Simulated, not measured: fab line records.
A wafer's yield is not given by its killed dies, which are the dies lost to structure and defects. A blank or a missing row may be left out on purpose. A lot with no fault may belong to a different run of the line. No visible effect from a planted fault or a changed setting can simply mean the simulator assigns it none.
2 desks, one fault || flow n5-finfet || what lay behind the numbers comes last; until then each desk has only its own

## THE METROLOGY DESK
What the gauges read, lot by lot, whatever tool the lot ran on: means of the sampled wafers that have a number. Marked OUT: a lot whose mean sits more than 4 standard deviations from the usual mean, which makes it out of limits; the brackets give that distance. Of its 11 readings 7 are shown: those that lie furthest out on some lot.
Columns: A = V3_OVL at N5_BEOL_M4_OVL_MEAS_29, usual 0.2 nm; B = DIBL_N at N5_BEOL_M4_RC_MEAS_101, usual 36.4 mV/V; C = IOFF_P at N5_BEOL_M4_RC_MEAS_101, usual 0.21 nA/um; D = ION_P at N5_BEOL_M4_RC_MEAS_101, usual 464 uA/um; E = SS_P at N5_BEOL_M4_RC_MEAS_101, usual 73.3 mV/dec; F = VT_N at N5_BEOL_M4_RC_MEAS_101, usual 250 mV; G = VT_P at N5_BEOL_M4_RC_MEAS_101, usual -251 mV
{"lot": "L664", "first seen here": "day 7 16:44", "A": -1.2, "B": 40.0, "C": 0.31, "D": 482, "E": 74.5, "F": 245, "G": -245}
{"lot": "L666", "first seen here": "day 8 02:01", "A": -0.9, "B": 37.0, "C": 0.30, "D": 482, "E": 73.2, "F": 245, "G": -241}
{"lot": "L671", "first seen here": "day 10 01:43", "A": 0.6, "B": 37.2, "C": 0.22, "D": 461, "E": 73.4, "F": 251, "G": -251}
{"lot": "L673", "first seen here": "day 10 11:46", "A": 0.3, "B": 36.9, "C": 0.21, "D": 468, "E": 73.7, "F": 247, "G": -250}
{"lot": "L679", "first seen here": "day 11 20:19", "A": 0.2, "B": 36.8, "C": 0.20, "D": 458, "E": 73.7, "F": 251, "G": -254}
{"lot": "L678", "first seen here": "day 12 03:53", "A": 1.1, "B": 36.8, "C": 0.21, "D": 452, "E": 73.4, "F": 249, "G": -250}
{"lot": "L683", "first seen here": "day 13 03:18", "A": 0.9, "B": 34.9, "C": 0.17, "D": 459, "E": 72.3, "F": 253, "G": -254}
{"lot": "L685", "first seen here": "day 13 15:47", "A": -1.1, "B": 39.2, "C": 0.21, "D": 457, "E": 73.4, "F": 250, "G": -254}
{"lot": "L686", "first seen here": "day 13 22:52", "A": 0.6, "B": 31.1, "C": 0.11, "D": 446, "E": 71.4, "F": 258, "G": -261}
This desk found nothing out of limits on any of the 9 lots.

## FOR THE TOOL OWNER'S DESK: rie-diel-06
The tool's own readings at N5_BEOL_M4_ETCH_41 (etches SiCN in CH3F/O2, target depth 29.9 nm, time 52.5 s): means of the sampled wafers that have a number, for each lot that ran on this tool. Marked OUT: a lot whose mean sits more than 4 standard deviations from the usual mean, which makes it out of limits; the brackets give that distance.
Columns: A = chamber-pressure-mTorr at N5_BEOL_M4_ETCH_41, usual 30.000 mTorr; B = drypump-motor-current-A at N5_BEOL_M4_ETCH_41, usual 5.6 A; C = oes-product-au at N5_BEOL_M4_ETCH_41, usual 0.82 a.u.; D = rf-fwd-power-W at N5_BEOL_M4_ETCH_41, usual 391.0 W; E = rf-vpp-V at N5_BEOL_M4_ETCH_41, usual 297.6 V; F = showerhead-plenum-p-Torr at N5_BEOL_M4_ETCH_41, usual 2.00 Torr; G = throttle-valve-pct at N5_BEOL_M4_ETCH_41, usual 16.19 %
{"lot": "L664", "first seen here": "day 7 18:26", "A": 29.970, "B": 5.9, "C": 0.90, "D": 390.3, "E": 298.7, "F": 2.06, "G": 16.13}
{"lot": "L673", "first seen here": "day 10 18:22", "A": 30.007, "B": 5.7, "C": 0.85, "D": 389.6, "E": 298.8, "F": 2.02, "G": 16.20}
{"lot": "L679", "first seen here": "day 11 21:38", "A": 29.974, "B": 6.3, "C": 0.97, "D": 389.5, "E": 299.8, "F": 2.10, "G": 16.13}
{"lot": "L678", "first seen here": "day 12 05:40", "A": 29.986, "B": 5.8, "C": 0.88, "D": 391.5, "E": 298.9, "F": 2.08, "G": 16.18}
This desk found nothing out of limits on any of the 4 lots.

## TAKEN TOGETHER
From the metrology desk's view, nothing was out of limits.
The desk of the tool owner found nothing out of limits.

## WHAT THE SIMULATOR HAD INSERTED
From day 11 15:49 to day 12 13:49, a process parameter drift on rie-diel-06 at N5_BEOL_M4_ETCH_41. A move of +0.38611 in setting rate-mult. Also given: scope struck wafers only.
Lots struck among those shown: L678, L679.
